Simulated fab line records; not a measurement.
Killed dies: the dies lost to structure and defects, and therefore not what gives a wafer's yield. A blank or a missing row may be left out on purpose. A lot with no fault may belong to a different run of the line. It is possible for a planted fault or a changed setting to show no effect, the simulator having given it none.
Chamber matching	flow n5_finfet	pecvd-01 running N5_BEOL_M11_PECVD_70: 3 sister chambers
The step deposits SiO2 from TEOS/O2, target thk 20 nm, time 22.7 s. 3 wafers are shown with their chamber, then 8 later ones without.

== WAFERS WITH THEIR CHAMBER ==
wafer	chamber	throttle_valve_pct (%)
L086.1	0	24.9
L086.3	2	21.8
L090.3	1	23.4

== WAFERS WHOSE CHAMBER IS MISSING ==
wafer	throttle_valve_pct (%)
L090.5	23.7
L090.6	22.0
L092.2	23.7
L092.3	25.1
L092.5	25.2
L096.3	25.7
L096.4	22.2
L096.5	25.8

== EACH ONE'S CHAMBER ==
wafer	from the rows above	in truth
L090.5	can't be placed: 1 or 0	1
L090.6	2	2
L092.2	can't be placed: 1 or 0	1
L092.3	0	0
L092.5	0	0
L096.3	0	0
L096.4	can't be placed: 2 or 1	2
L096.5	0	0
Placed correctly: 5 of 8. From these rows, 3 cannot be placed; in 3 the true chamber is one of the candidates. Placed wrongly: 0.
How it was worked out, from the rows above alone: a wafer's distance from a chamber is the root of the sum, over the readings, of the square of ((its reading less the chamber's mean) divided by the reading's scatter). If the next closest chamber is less than 2 further off than the closest, the wafer can't be placed; otherwise it belongs to the closest. A chamber's mean is the mean of its shown wafers. The scatter: with one shown wafer a chamber, the root of the mean of the squares of how far each hidden wafer lies from its nearest shown one.
